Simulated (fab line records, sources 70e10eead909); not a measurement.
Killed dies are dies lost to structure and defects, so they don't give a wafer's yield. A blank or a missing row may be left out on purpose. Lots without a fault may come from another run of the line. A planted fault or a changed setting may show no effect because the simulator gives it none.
Chamber matching | flow nand_harc | NHARC_A_STAIRCASE_DEP_156 on pecvd-03: 3 sister chambers
The step deposits SiNx, target thk 50 nm. 3 wafers are shown with their chamber, then 8 later ones without.

WAFERS WITH THEIR CHAMBER
wafer  | chamber | heater_power_w (W)
L082.5 | 0       | 690
L085.4 | 1       | 768
L088.1 | 2       | 740

WAFERS WITHOUT THEIR CHAMBER
wafer  | heater_power_w (W)
L088.2 | 714
L088.5 | 629
L093.2 | 757
L093.5 | 748
L093.6 | 647
L095.1 | 618
L095.2 | 771
L095.5 | 595

WHICH CHAMBER EACH WENT THROUGH
wafer  | from the rows above          | in truth
L088.2 | can't be placed: 0 or 2 or 1 | 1
L088.5 | can't be placed: 0 or 2 or 1 | 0
L093.2 | can't be placed: 1 or 2 or 0 | 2
L093.5 | can't be placed: 2 or 1 or 0 | 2
L093.6 | can't be placed: 0 or 2 or 1 | 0
L095.1 | can't be placed: 0 or 2 or 1 | 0
L095.2 | can't be placed: 1 or 2 or 0 | 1
L095.5 | can't be placed: 0 or 2 or 1 | 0
Placed correctly: 0 of 8. Can't be placed from these rows: 8 (the true chamber is among the candidates in 8). Placed wrongly: 0.
How it was worked out, from the rows above alone: a wafer's distance from a chamber is the root of the sum, over the readings, of the square of ((its reading less the chamber's mean) divided by the reading's scatter). The wafer belongs to the nearest chamber; if the next one is less than 2 further off, it can't be placed. A chamber's mean is the mean of its shown wafers. The scatter: with one shown wafer a chamber, the root of the mean of the squares of how far each hidden wafer lies from its nearest shown one.
